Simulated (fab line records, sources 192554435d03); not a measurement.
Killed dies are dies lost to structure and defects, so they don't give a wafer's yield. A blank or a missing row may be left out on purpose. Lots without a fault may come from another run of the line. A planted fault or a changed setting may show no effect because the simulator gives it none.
A struck lot beside a sound one | flow n5_finfet | 21 steps out of a route of 1938
Sound: wafers L634.4, L634.5, L634.6. Struck: wafers L646.2, L646.3, L646.4. The cause comes at the end.
At each step with rows: each side's tool, then ch and its chambers, then its first start. Under that, the readings that differ: sound wafers | struck wafers | difference of the means | sigmas: that difference in standard deviations of wafers without a fault.
alike: readings whose means differ by less than 2 such deviations, and words and numbers that are the same on both sides. not compared: withheld readings, readings that some wafer has no value for, bounds like >300 that may hide the same value, and numbers for which the record gives no deviation and whose values overlap.
The two part at a step that has a row with sigmas, a row that says differs or no value, or rows on one side only. Numbers that don't overlap but have no deviation are shown without sigmas and don't part them. A reading that every wafer of one side lacks parts them only if that side has two wafers or more.

first, 8 steps without rows for these wafers: N5_BEOL_M7_DESCUM_16 (chemistry O2, time 7.9 s); N5_BEOL_M7_ETCH_61 (etches SiARC in CF4, target depth 45.5 nm, time 75.8 s); N5_BEOL_M7_ETCH_62 (etches SOC in N2/H2, target depth 110 nm, overetch 22 nm, time 165 s); N5_BEOL_M7_STRIP_68 (strips in N2/H2); N5_BEOL_M7_STRIP_67 (strips in CF4); N5_BEOL_M7_HM_OPEN_17 (chemistry Cl2/BCl3, target TiN, target depth 20 nm, overetch 6 nm); N5_BEOL_M7_STRIP_19 (strips in O2); N5_BEOL_M7_COAT_63 (time 60 s, resist thk 60 nm).
N5_BEOL_M7_COAT_64: time 60 s, resist thk 12 nm.
  sound on litho_track-03 ch 0, day 9 04:12; struck on litho_track-03 ch 0, day 12 09:52
  reading                                    | sound                | struck               | difference | sigmas
  spin_speed_rpm (rpm)                       | 1499.9 1499.7 1501.0 | 1420.0 1419.8 1421.0 | -79.9      | -80
  model.SiARC_of_BEOL_M7_COAT_64.thk_nm (nm) | 12 12 12             | 12.4 12.4 12.4       | +0.4       |
  alike: dispense_pressure_kPa, plate_temp_C
then, 9 steps without rows for these wafers: N5_BEOL_M7_COAT_71 (time 60 s, resist thk 5 nm); N5_BEOL_M7_COAT_22 (resist thk 30 nm); N5_BEOL_M7_EBR_24; N5_BEOL_M7_SOFTBAKE_23 (time 60 s); N5_BEOL_M7_EXPOSE_25 (exposes mask V6, target cd 40 nm); N5_BEOL_M7_PEB_26 (peb time 60 s); N5_BEOL_M7_DEVELOP_27 (develop time 30 s); N5_BEOL_M7_DESCUM_33 (chemistry O2, time 7 s); N5_BEOL_M7_ETCH_72 (etches underlayer in N2/H2, target depth 6.5 nm, time 5.2 s).
N5_BEOL_M7_ETCH_65: etches SiARC in CF4, target depth 15.6 nm, time 26 s.
  sound on rie_diel-06 ch 0,3, day 9 04:38; struck on rie_diel-06 ch 2,3, day 12 10:30
  reading                  | sound             | struck            | difference | sigmas
  model.etch.depth_nm (nm) | 12.04 12.03 12.02 | 12.36 12.35 12.37 | +0.33      |
  alike: bias_w, drypump_motor_current_A, etch_rf_on_time_s, oes_product_au, rf_vpp_V, showerhead_plenum_p_Torr, throttle_valve_pct
  not compared: rf_hours_counter_h
N5_BEOL_M7_ETCH_66: etches SOC in N2/H2, target depth 80 nm, overetch 16 nm, time 120 s.
  sound on rie_diel-06 ch 0,3, day 9 04:40; struck on rie_diel-06 ch 2,3, day 12 10:32
  reading                                    | sound       | struck    | difference | sigmas
  model.SiARC_of_BEOL_M7_COAT_64.thk_nm (nm) | 6.6 6.6 6.2 | 6.8 7 6.8 | +0.4       |
  alike: bias_w, drypump_motor_current_A, oes_product_au, rf_vpp_V, showerhead_plenum_p_Torr, throttle_valve_pct
  not compared: rf_hours_counter_h
then, 1 step without rows for these wafers: N5_BEOL_M7_STRIP_69 (strips in N2/H2).

WHERE THEY PART
Only at N5_BEOL_M7_COAT_64, within this record. Later steps at which nothing parts them and some readings are alike: N5_BEOL_M7_ETCH_65, N5_BEOL_M7_ETCH_66.

WHY: what the simulator had put in
Process parameter drift: litho_track-03, from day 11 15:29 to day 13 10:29, at N5_BEOL_M7_COAT_64. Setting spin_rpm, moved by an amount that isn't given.
